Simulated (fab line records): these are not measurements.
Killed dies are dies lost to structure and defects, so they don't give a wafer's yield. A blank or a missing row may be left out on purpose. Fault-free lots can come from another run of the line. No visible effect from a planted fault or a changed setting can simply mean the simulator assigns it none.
Split-lot experiment	flow n5 finfet	21 wafers read from 7 lots, route of 1938 steps

## SPLIT DETAILS
At N5_WELL_APT_PEB_06 (peb time 90 s), the setting peb time s was moved away from the recipe's 90 s on 6 of the 21 wafers read, by -18.9% to -10.0%. This setting was run at the recipe's value on the other wafers.

## FROM THE SPLIT TO THE READING: what the file shows between them, 2 steps
- N5_WELL_APT_DEVELOP_07: develop time 45 s
- N5_WELL_APT_HARDBAKE_12: time 120 s

## THE READING
cd nm at N5_WELL_APT_CD_MEAS_08, given in nm (cd target 200 nm). On this fab line, fault-free wafers typically give 201 nm with a standard deviation of 3.1 nm.

wafer	tool, chamber at the split	peb time s as run, s	against the recipe	cd nm, nm	against lot-mates on the recipe
L075.1	litho track-05, 0	81.04	-10.0%	199	-3
L075.2	litho track-05, 0	81.04	-10.0%	196	-6
L075.5	litho track-05, 0	90	recipe	202	-
L082.1	litho track-01, 0	90	recipe	200	-
L082.2	litho track-01, 0	90	recipe	198	-
L082.4	litho track-01, 0	90	recipe	198	-
L087.3	litho track-01, 0	90	recipe	199	-
L087.5	litho track-01, 0	72.96	-18.9%	189	-9
L087.6	litho track-01, 0	90	recipe	197	-
L090.4	litho track-02, 0	90	recipe	204	-
L090.5	litho track-02, 0	90	recipe	204	-
L090.6	litho track-02, 0	90	recipe	205	-
L091.3	litho track-01, 0	79.7	-11.4%	193	-5
L091.4	litho track-01, 0	90	recipe	198	-
L091.5	litho track-01, 0	79.7	-11.4%	194	-4
L092.1	litho track-02, 0	90	recipe	203	-
L092.4	litho track-02, 0	90	recipe	205	-
L092.5	litho track-02, 0	90	recipe	206	-
L097.3	litho track-02, 0	90	recipe	205	-
L097.4	litho track-02, 0	80.61	-10.4%	200	-5
L097.5	litho track-02, 0	90	recipe	205	-

THE FIT
A straight line over all 21 wafers: cd nm changes by +0.599 nm for each +1% of peb time s; r = +0.76; the points scatter about the line by 3.1 nm.
The same after taking each lot's own level away (the mean of its wafers on the recipe; 21 wafers): +0.449 nm for each +1%; r = +0.95; scatter 0.92 nm.
That fit puts the effect of the largest move of peb time s on the reading at 8.5 nm.
From 198.0 to 205.0 nm: that is the span of the lots' own levels, equal to 2.3 times the standard deviation above.
So the lot-to-lot level blurs the effect unless lot-mates are compared.
Check: with one of the wafers moved furthest among these (-18.9%) left out of the fit, the line predicts -8.14 nm for it against its lot-mates. It came out at -9 nm against them.

## THE WHOLE CHAIN: every reading that the file lists as answering this split, in the file's order
step	what it does	reading	change (the file's fit)	r (the file's)
N5_WELL_APT_CD_MEAS_08	target cd 200 nm	cd nm	+0.451 nm for each +1% of the setting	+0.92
N5_WELL_APT_DESCUM_13	chemistry O2, time 7.9 s	WELL_APT.cd nm (the simulator's own value, which no gauge read)	+0.442 nm for each +1% of the setting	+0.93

## THE FILE'S OWN FIT
cd nm changes by +0.451 nm for each +1% of peb time s, r = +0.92.
